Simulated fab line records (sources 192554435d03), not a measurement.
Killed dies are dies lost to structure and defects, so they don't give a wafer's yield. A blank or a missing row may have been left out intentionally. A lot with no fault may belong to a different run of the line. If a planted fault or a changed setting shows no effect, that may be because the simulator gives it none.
fab line records | flow n5Finfet
record lots=3 | wafers=9 | lastDay=17
route steps=1938 shown BEOL_M2@848 BEOL_M4@1111 PASSIVATION@1936
lots that met no fault: taken from a fault-free run of the same line
startH: start of the lot's first displayed wafer, in hours after the record's first day | waitH: time in hours since the lot's previous step | " the same as in the row above | L1.1+2: one row covering several wafers at once | - no value present, or no start provided | * or withheld: withheld | < > ~ a bound
route shown NAME@n: NAME is a module with steps in the file, n the number in the route of the first one | usual: mean/standard deviation of fault-free wafers | same: alike in all rows | chamber/n: place in a boat | sites: readings site by site | _std_site: their standard deviation | _edge_site: outer sites' mean less inner sites' | radiusMm: for every site, how far away it sits from the centre of the wafer | mask NAME#n: copy n | behind: the tool/chamber that last shaped the wafer | hold: what put the lot on hold/how long, in hours/how the hold closed | device: names the non-switching transistor (n, p or np) | end of line: at the end of the route, the tests of the same wafers | a step given without rows: its recipe and nothing more | killed: count of dies lost to structure and defects at first sort (not the wafer's yield) | map: dies across one wafer; x = killed, . = not, _ = none there
set.NAME: the setting as run; set.NAME@STEP: as run at that earlier step | model.NAME: the simulator's own value behind a step, which no gauge read
lots at selected steps of the route; one table per step, one row per wafer
services: when a tool's chamber went out of use (startH, in hours from the record's first day, below 0 if earlier), for how many hours, and the reason
## steps
# step N5_BEOL_M2_COAT_05
# recipe resist=CAR-EUV | spinRpm=1500 | resistThkNm=30
# step N5_BEOL_M2_EBR_07
# recipe solvent=PGMEA | ebrWidthMm=1.5
# step N5_BEOL_M2_SOFTBAKE_06
# recipe tempC=110 | timeS=60 | resist=CAR-EUV
# step N5_BEOL_M2_EXPOSE_08
# recipe maskId=M2 | na=0.33 | sourceShape=dipole | sigmaInner=0.369 | sigmaOuter=0.767 | polarization=unpolarized | doseMj=41.25
# step N5_BEOL_M2_PEB_09
# recipe pebTempC=100 | pebTimeS=60 | resist=CAR-EUV
# step N5_BEOL_M2_DEVELOP_10
# recipe developTimeS=30 | developer=TMAH | resist=CAR-EUV | rinseLiquid=surfactantRinse | dry=airSpin | devTempC=23
# step N5_BEOL_M2_DESCUM_16
# recipe chemistry=O2 | timeS=7 | sourcePowerW=50 | biasPowerW=20 | pressureMtorr=20 | rfFrequencyHz=2.712e+07 | tempC=40 | resist=CAR-EUV | o2FlowSccm=225
# step N5_BEOL_M2_ETCH_74
# recipe chemistry=N2/H2 | target=underlayer | targetDepthA=65 | maskMaterial=CAR-EUV | timeS=5.2 | ionEnergyEv=200 | pressureMtorr=30 | sourceW=840 | biasW=150 | n2FlowSccm=200 | h2FlowSccm=200 | ends=cleared
# step N5_BEOL_M2_ETCH_63
# recipe chemistry=CF4 | target=SiARC | targetDepthA=156 | maskMaterial=CAR-EUV | timeS=26 | ionEnergyEv=80 | pressureMtorr=40 | sourceW=545 | biasW=36 | Ar_flow_sccm=100 | cf4FlowSccm=100 | ends=cleared
# step N5_BEOL_M2_ETCH_64
# recipe chemistry=N2/H2 | target=SOC | targetDepthA=750 | overetchA=225 | maskMaterial=SiARC | tempC=40 | timeS=121.9 | ionEnergyEv=200 | pressureMtorr=30 | sourceW=840 | biasW=150 | n2FlowSccm=200 | h2FlowSccm=200
# usual drypumpMotorCurrentA=5.7/0.44 | oesProductAu=0.60/0.056 | rfVppV=524.8/2.9 | showerheadPlenumPTorr=2.57/0.1 | throttleValvePct=17.84/0.28
lot.wafer | tool       | chamber | startH | waitH | drypumpMotorCurrentA | oesProductAu | rfHoursCounterH | rfVppV | showerheadPlenumPTorr | throttleValvePct
L419.1    | rieDiel-06 | 1       | 193.88 | 0.0   | 5.0                  | 0.69         | 21              | 523.1  | 2.48                  | 17.49
L419.3    | "          | 0       | "      | "     | 5.7                  | 0.68         | 27              | 523.3  | 2.49                  | 17.61
L419.4    | "          | 3       | "      | "     | 6.4                  | 0.58         | 137             | 525.3  | 2.56                  | 18.24
L430.4    | rieDiel-06 | 1       | 254.78 | 0.0   | 5.0                  | 0.65         | 43              | 523.2  | 2.47                  | 17.54
L430.5    | "          | 3       | "      | "     | 6.4                  | 0.57         | -               | 524.3  | 2.55                  | 18.27
L430.6    | "          | 2       | "      | "     | 5.4                  | 0.54         | -               | 525.6  | 2.62                  | 18.23
L433.2    | rieDiel-02 | 3       | 279.89 | 0.0   | 5.8                  | 0.56         | 166             | 520.4  | 2.43                  | 17.65
L433.4    | "          | 2       | "      | "     | 6.1                  | 0.57         | -               | 526.9  | 2.65                  | 17.73
L433.5    | "          | 3       | "      | "     | 5.9                  | 0.56         | -               | 519.8  | 2.43                  | 17.65
# step N5_BEOL_M2_STRIP_65
# recipe chemistry=N2/H2 | tempC=40 | n2FlowSccm=200 | h2FlowSccm=200 | rfFrequencyHz=6e+07
# step N5_BEOL_M2_STRIP_75
# recipe chemistry=N2/H2 | tempC=40 | n2FlowSccm=200 | h2FlowSccm=200 | rfFrequencyHz=6e+07
# step N5_BEOL_M2_STRIP_66
# recipe chemistry=CF4 | resist=SiARC | powerW=300 | biasPowerW=75 | pressureMtorr=50 | cf4FlowSccm=150 | rfFrequencyHz=6e+07
# step N5_BEOL_M2_HM_OPEN_17
# recipe chemistry=Cl2/BCl3 | targetDepthA=200 | overetchA=60 | target=TiN | maskMaterial=SOC | ionEnergyEv=150 | pressureMtorr=10 | icpW=1000 | biasW=126 | Cl2_flow_sccm=53.25 | bcl3FlowSccm=21.75 | Ar_flow_sccm=25
# step N5_BEOL_M2_STRIP_19
# recipe chemistry=O2 | powerW=400 | tempC=40 | pressureMtorr=30 | rfFrequencyHz=6e+07 | biasPowerW=0 | overashFraction=0.2 | o2FlowSccm=225
# step N5_BEOL_M2_COAT_67
# recipe resist=SOC | tempC=250 | timeS=60 | spinRpm=1500 | resistThkNm=60
# step N5_BEOL_M2_COAT_68
# recipe resist=SiARC | tempC=220 | timeS=60 | spinRpm=1500 | resistThkNm=12
# step N5_BEOL_M2_COAT_76
# recipe resist=underlayer | tempC=205 | timeS=60 | spinRpm=1500 | resistThkNm=5
# step N5_BEOL_M2_COAT_22
# recipe resist=CAR-EUV | spinRpm=1500 | resistThkNm=30
# step N5_BEOL_M2_EBR_24
# recipe solvent=PGMEA | ebrWidthMm=1.5
# step N5_BEOL_M2_SOFTBAKE_23
# recipe tempC=110 | timeS=60 | resist=CAR-EUV
# step N5_BEOL_M2_EXPOSE_25
# recipe maskId=V1 | na=0.33 | sourceShape=quasar | sigmaInner=0.2 | sigmaOuter=0.8 | polarization=unpolarized | defocusNm=5 | doseMj=63
# step N5_BEOL_M2_PEB_26
# recipe pebTempC=100 | pebTimeS=60 | resist=CAR-EUV
# step N5_BEOL_M2_DEVELOP_27
# recipe developTimeS=30 | developer=TMAH | resist=CAR-EUV | rinseLiquid=surfactantRinse | dry=airSpin | devTempC=23
# step N5_BEOL_M2_INSPECT_30
# recipe mode=adi | inspectInstrument=brightfield
# usual rawDefectCount=425/98
lot.wafer | tool             | chamber | startH | waitH | rawDefectCount
L419.1    | defectInspect-02 | -       | 194.65 | 0.1   | 487
L419.3    | "                | -       | "      | "     | 450
L419.4    | "                | -       | "      | "     | 314
L430.4    | defectInspect-01 | -       | 255.71 | 0.0   | 1576
L430.5    | "                | -       | "      | "     | 421
L430.6    | "                | -       | "      | "     | 518
L433.2    | defectInspect-01 | -       | 280.65 | 0.0   | 436
L433.4    | "                | -       | "      | "     | 378
L433.5    | "                | -       | "      | "     | 360
# step N5_BEOL_M2_DESCUM_33
# recipe chemistry=O2 | timeS=7 | sourcePowerW=50 | biasPowerW=20 | pressureMtorr=20 | rfFrequencyHz=2.712e+07 | tempC=40 | resist=CAR-EUV | o2FlowSccm=225
# step N5_BEOL_M4_RC_MEAS_101
# usual DIBL_N=36.5/1.4 | DIBL_P=36.6/1.6 | IOFF_N=0.160/0.024 | IOFF_P=0.217/0.029 | ION_N=674/8.7 | ION_P=464/6.5 | SS_N=71.6/0.47 | SS_P=73.4/0.57 | VT_N=250.0/2.5 | VT_P=-250/3.1
lot.wafer | tool      | chamber | startH | waitH | DIBL_N[mV/V] | DIBL_P[mV/V] | IOFF_N[nA/um] | IOFF_P[nA/um] | ION_N[uA/um] | ION_P[uA/um] | SS_N[mV/dec] | SS_P[mV/dec] | VT_N[mV] | VT_P[mV]
L419.1    | prober-02 | 0       | 233.87 | 0.0   | 36.0         | 33.3         | 0.136         | 0.197         | 669          | 465          | 71.3         | 72.4         | 251.6    | -248
L419.3    | "         | 0       | "      | "     | 38.4         | 36.2         | 0.192         | 0.230         | 677          | 463          | 71.5         | 73.5         | 246.7    | -247
L419.4    | "         | 0       | "      | "     | 35.9         | 33.6         | 0.137         | 0.186         | 667          | 459          | 71.5         | 72.3         | 248.8    | -251
L430.4    | prober-01 | 0       | 294.96 | 0.5   | 40.2         | 40.2         | 0.245         | 0.299         | 693          | 473          | 72.9         | 73.9         | 247.0    | -244
L430.5    | "         | 0       | "      | "     | 37.1         | 36.3         | 0.162         | 0.221         | 674          | 467          | 71.8         | 73.0         | 251.0    | -250
L430.6    | "         | 0       | "      | "     | 36.4         | 36.4         | 0.159         | 0.221         | 679          | 467          | 71.3         | 73.8         | 249.7    | -247
L433.2    | prober-02 | 0       | 304.29 | 0.2   | 38.1         | 38.6         | 0.208         | 0.260         | 689          | 466          | 71.6         | 73.7         | 244.8    | -247
L433.4    | "         | 0       | "      | "     | 37.4         | 36.5         | 0.174         | 0.223         | 680          | 465          | 72.1         | 73.2         | 249.1    | -249
L433.5    | "         | 0       | "      | "     | 37.2         | 36.6         | 0.172         | 0.221         | 677          | 460          | 71.8         | 73.5         | 249.9    | -250
# step N5_PASSIVATION_PROBE_49
# usual defectLimitedYield=91.2/1.4 | killed_at_M0_to_M3=34/9.4 | killed_at_M4_up=13/5.8 | killedAtContacts=13/6.4 | killedAtFrontEnd=41/11 | killedAtOther=3.1/2.3 | killedDies=103/16 | killedOpen=69/12 | killedShort=33/7.8 | sort_bin_5_function=5.1/0.91 | sort_bin_6_memory=3.3/0.63 | sortNPass=1077/16 | sortYieldPct=91.2/1.4
# same grossDies=1180 | killedAtBackSide=0 | sort_bin_4_leakage[%]=0 | sort_bin_8_speed[%]=0
lot.wafer | tool      | chamber | startH | waitH | defectLimitedYield[%] | killed_at_M0_to_M3 | killed_at_M4_up | killedAtContacts | killedAtFrontEnd | killedAtOther | killedDies | killedOpen | killedShort | sort_bin_5_function[%] | sort_bin_6_memory[%] | sortNPass | sortYieldPct[%]
L430.4    | prober-02 | -       | 386.83 | 0.2   | 78.4                  | 182                | 11              | 12               | 49               | 1             | 255        | 62         | 39          | 12.9                   | 4.7                  | 925       | 78.4
# killed by level:class
L430.4 BEOL_M2:unspecified=148 STI_FIN_REVEAL:geometricParticle:open=14 FIN_SAQP:geometricParticle:short=12 BEOL_M3:geometricParticle:open=9 MOL_CONTACT_COAG:geometricParticle:open=8 BEOL_M2:geometricParticle:open=6 GATE_CUT:geometricParticle:short=4 MOL_CONTACT_COAG:geometricParticle:short=4
# map L430.4 (x killed, . not)
_________________............________________
______________.....x.........x.._____________
___________............x.x.x.......__________
__________.............x.x.....xx..._________
________.x....x.........xx.xx.xxxxx.x._______
_______................xxxxxxxxxx......______
______...x.x........x.xxxxxxxxxxxx......_____
_____...x.x..........xxxxxxxxxxxxxxxx..x.____
____.x.....x..........xxxxxxxxxxxxxx......___
___...............x.xxxxxxxxxxxxxxx.x......__
___......x.....x...xxxxxxxxxxxxxxxxxx....xx__
__.................x.xxxxxxxxxxxxxxx........_
__....................xxxxxxxxxxxxx.x.x....._
_.....x..............xxxxxxxxxxxx..x.x.......
_.....................x.xxxxxxxx.x...........
_....x.x.....x.............xxxx..............
_.....................x........x.............
_..........x.x.x..x............xx....x...x...
_x...x.......................................
_...x..........x........x.....xx.....x....x..
_x............x...........x........x.....x...
__......xx...x.............x........x..xx.x._
__............x.x...................x...x..._
___...........x..............x.............__
___...........x................x......x.x..__
____.x............x................x......___
_____.........x.......x.x..x...x.........____
______...x..x..........................x_____
_______.....x............x......x....x.______
________x..x.....xx....x.............._______
__________...................x.x...._________
___________.....xx..........x.....x__________
______________..........x..x...._____________
_________________......x.x...________________
# map L419.3 (x killed, . not)
_________________.......xx...________________
______________.x...x...x........_____________
___________.....x.........x........__________
__________..........x..............._________
________..........x..................._______
_______.....x.x...............x....x...______
______.....x.......x.x.....x............_____
_____....x.xx.xx.............x...........____
____.....x..............xxx.............x.___
___.......x...x...x......................x.__
___...........x....x.....x.............x...__
__x......x..............x.................x._
__x..........xx....x...............x...x...._
_......x....x............x...........x.......
_...x....xx...............x..................
_..xx.....................x.........x.......x
_..................x......................x..
_.....x.......x....x...x..........x......x...
_.................................x........x.
_...x.............x..........................
_.x..............x...x......x....x...........
__..x.............x..x...........x.........._
__...............x.........................._
___.....x....xx..........x.x......x........__
___..x...............x..x..........xx......__
____.x......................x..xx.....x...___
_____.x..................x..x....x..x...x____
______..............x...x........x....x._____
_______.....x.............xxx.......x..______
________x.............x...x...x......._______
__________......x..x...........x..x._________
___________.x...x..x..xx...x.......__________
______________.....x......x.x..._____________
_________________x...x.......________________
## services
tool       | chamber | startH | hours | kind
rieDiel-02 | 1       | 195.81 | 5.5   | repair
rieDiel-02 | 3       | 198.03 | 6.0   | repair
rieDiel-02 | -       | 241.53 | 15.6  | pm
rieDiel-06 | 1       | 266.28 | 23.2  | repair
rieDiel-02 | 1       | 277.02 | -     | clean
rieDiel-02 | 1       | 277.02 | -     | consumableReplace:focusRing
rieDiel-02 | 1       | 277.02 | 15.9  | scheduledDown
rieDiel-02 | 1       | 277.02 | 15.9  | ventCycle
## key
firstSign step=N5_BEOL_M2_INSPECT_30 | reading=rawDefectCount | direction=up | sigmas=12 | usual=425 | struck=1576
effect step=N5_PASSIVATION_PROBE_49 | reading=killed_at_M0_to_M3 | direction=up | sigmas=16 | usual=34 | struck=182
moreKillsBornAt N5_BEOL_M2_ETCH_64@rieDiel-06=148
metAt N5_BEOL_M2_ETCH_64
struckWafers L430.4
onsetBetween 193.88 254.78
fault kind=chamberParticleSource | tool=rieDiel-06 | chamber=1 | onsetH=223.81 | steps=N5_BEOL_M2_ETCH_64 | ratePerVisitCm2=1.9306 | endH=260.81
